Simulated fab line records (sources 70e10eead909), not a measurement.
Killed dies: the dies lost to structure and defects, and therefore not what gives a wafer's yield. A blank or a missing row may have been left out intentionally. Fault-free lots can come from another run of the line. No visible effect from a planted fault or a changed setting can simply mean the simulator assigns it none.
Chamber matching + flow nand_harc + rie_si-03 running NHARC_A_CHANNEL_FILL_D1_ETCHBACK_19: 4 sister chambers
The step etches the open film in HBr/Cl2, target depth 5 nm, time 1.7 s. 4 wafers are shown with their chamber, then 7 later ones without.

## WAFERS, EACH WITH ITS CHAMBER
| wafer  | chamber | throttle_valve_pct (%) |
|--------|---------|------------------------|
| L077.3 | 1       | 26.407                 |
| L086.4 | 2       | 26.413                 |
| L085.3 | 3       | 26.417                 |
| L085.5 | 0       | 26.415                 |

## WAFERS MISSING THEIR CHAMBER
| wafer  | throttle_valve_pct (%) |
|--------|------------------------|
| L085.6 | 26.404                 |
| L091.2 | 26.431                 |
| L091.5 | 26.400                 |
| L091.6 | 26.412                 |
| L095.3 | 26.420                 |
| L095.5 | 26.398                 |
| L095.6 | 26.406                 |

## EACH ONE'S CHAMBER
| wafer  | from the rows above               | in truth |
|--------|-----------------------------------|----------|
| L085.6 | can't be placed: 1 or 2 or 0 or 3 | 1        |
| L091.2 | can't be placed: 3 or 0 or 2 or 1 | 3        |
| L091.5 | can't be placed: 1 or 2 or 0 or 3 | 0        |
| L091.6 | can't be placed: 2 or 0 or 1 or 3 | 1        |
| L095.3 | can't be placed: 3 or 0 or 2 or 1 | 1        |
| L095.5 | can't be placed: 1 or 2 or 0 or 3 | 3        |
| L095.6 | can't be placed: 1 or 2 or 0 or 3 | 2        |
Correct placement for 0 of the 7. Cannot be placed on the basis of these rows: 7; the candidates contain the true chamber in 7. Number placed wrongly: 0.
How it was worked out, from the rows above alone: a wafer's distance from a chamber is the root of the sum, over the readings, of the square of ((its reading less the chamber's mean) divided by the reading's scatter). If the next closest chamber is less than 2 further off than the closest, the wafer can't be placed; otherwise it belongs to the closest. For every chamber, the mean is computed from those of its wafers that are shown. The scatter (one wafer shown for each chamber): square how far every hidden wafer sits from the nearest shown wafer, average those squares and take the square root.
